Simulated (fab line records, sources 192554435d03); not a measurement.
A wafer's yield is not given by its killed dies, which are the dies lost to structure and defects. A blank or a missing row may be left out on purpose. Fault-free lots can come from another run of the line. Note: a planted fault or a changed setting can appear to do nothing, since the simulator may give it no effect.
Matching of chambers -- flow n5-finfet -- pecvd-01 running N5_BEOL_M6_PECVD_70: 3 sister chambers
The step deposits SiO2 from TEOS/O2, target thk 20 nm, time 22.7 s. 6 wafers are shown with their chamber, then 7 later ones without.

== WAFERS WITH THEIR CHAMBER ==
wafer,chamber,showerhead-plenum-p-Torr (Torr),throttle-valve-pct (%)
L081.6,2,8.61,21.2
L084.2,1,8.93,23.6
L084.5,0,8.62,22.9
L084.6,1,8.92,23.4
L091.1,0,8.62,23.2
L091.2,2,8.60,21.4

== WAFERS WHOSE CHAMBER IS MISSING ==
wafer,showerhead-plenum-p-Torr (Torr),throttle-valve-pct (%)
L091.3,8.94,23.5
L093.1,8.63,21.8
L093.2,8.95,23.5
L093.6,8.93,23.1
L094.1,8.92,23.4
L094.2,8.63,23.0
L094.6,8.63,21.5

== WHICH CHAMBER EACH ONE RAN IN ==
wafer,from the rows above,in truth
L091.3,1,1
L093.1,2,2
L093.2,1,1
L093.6,1,1
L094.1,1,1
L094.2,0,0
L094.6,2,2
Correct placement for 7 of the 7. Not placeable from these rows: 0. Placed wrongly: 0.
How it was worked out, from the rows above alone: a wafer's distance from a chamber is the root of the sum, over the readings, of the square of ((its reading less the chamber's mean) divided by the reading's scatter). The wafer belongs to the nearest chamber; if the next one is less than 2 further off, it can't be placed. For every chamber, the mean is computed from those of its wafers that are shown. The scatter: the root of (the sum of the squares of (reading less its chamber's mean) over the shown wafers, divided by (wafers less chambers)).
